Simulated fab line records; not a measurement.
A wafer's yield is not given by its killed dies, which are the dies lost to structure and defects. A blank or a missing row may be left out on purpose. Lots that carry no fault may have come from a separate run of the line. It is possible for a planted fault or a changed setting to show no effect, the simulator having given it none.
Matching of chambers | flow nand harc | NHARC_P_GATE_ALD_36 on ald sin-04 has 4 sister chambers
The step deposits SiNx, target thk 20 nm, pulse time 60 s, ald cycles 223. 18 wafers are shown with their chamber, then 9 later ones without.

== WAFERS PAIRED WITH THEIR CHAMBERS ==
wafer  | chamber | heater power w (W) | precursor pulse height rel
L074.4 | 3       | 942                | 1.020
L074.3 | 0       | 862                | 0.970
L074.2 | 1       | 860                | 0.991
L077.3 | 2       | 968                | 0.997
L077.1 | 3       | 940                | 1.018
L077.5 | 2       | 976                | 0.987
L079.4 | 2       | 948                | 1.023
L079.1 | 1       | 849                | 1.001
L079.5 | 3       | 939                | 0.980
L082.2 | 1       | 886                | 0.990
L082.1 | 0       | 842                | 0.991
L082.6 | 1       | 870                | 0.989
L084.1 | 1       | 883                | 0.978
L084.5 | 2       | 980                | 1.003
L084.6 | 3       | 955                | 0.974
L088.2 | 2       | 966                | 0.985
L088.6 | 1       | 879                | 1.014
L088.5 | 2       | 930                | 0.970

SIGNATURES (means of the wafers above)
reading                    | chamber 0 | chamber 1 | chamber 2 | chamber 3 | scatter within a chamber
heater power w             | 852.00    | 871.17    | 961.33    | 944.00    | 15.1
precursor pulse height rel | 0.98050   | 0.99383   | 0.99417   | 0.99800   | 0.0177
Rule: a wafer's distance from a chamber is the root of the sum, over the readings, of the square of ((its reading less the chamber's mean) divided by the reading's scatter). If the next closest chamber is less than 2 further off than the closest, the wafer can't be placed; otherwise it belongs to the closest. How the scatter is found: for the shown wafers, subtract from each reading the mean of its chamber, square and add these, divide the total by (wafers less chambers), then take the root.

== WAFERS MISSING THEIR CHAMBER ==
wafer  | heater power w (W) | precursor pulse height rel
L092.1 | 844                | 1.037
L092.2 | 843                | 0.997
L092.5 | 848                | 0.973
L094.3 | 833                | 0.991
L094.1 | 906                | 0.981
L094.5 | 838                | 0.974
L096.1 | 795                | 1.032
L096.3 | 842                | 1.007
L096.5 | 853                | 1.022

== CHAMBER TAKEN BY EACH ==
wafer  | from the rows above               | in truth
L092.1 | can't be placed: 1 or 0           | 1
L092.2 | can't be placed: 0 or 1           | 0
L092.5 | can't be placed: 0 or 1           | 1
L094.3 | can't be placed: 0 or 1           | 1
L094.1 | can't be placed: 1 or 3 or 0 or 2 | 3
L094.5 | can't be placed: 0 or 1           | 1
L096.1 | can't be placed: 0 or 1           | 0
L096.3 | can't be placed: 0 or 1           | 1
L096.5 | can't be placed: 1 or 0           | 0
0 of 9 placed correctly. Unplaceable from these rows: 9, with the true chamber sitting among the candidates in 9. Wrongly placed: 0.
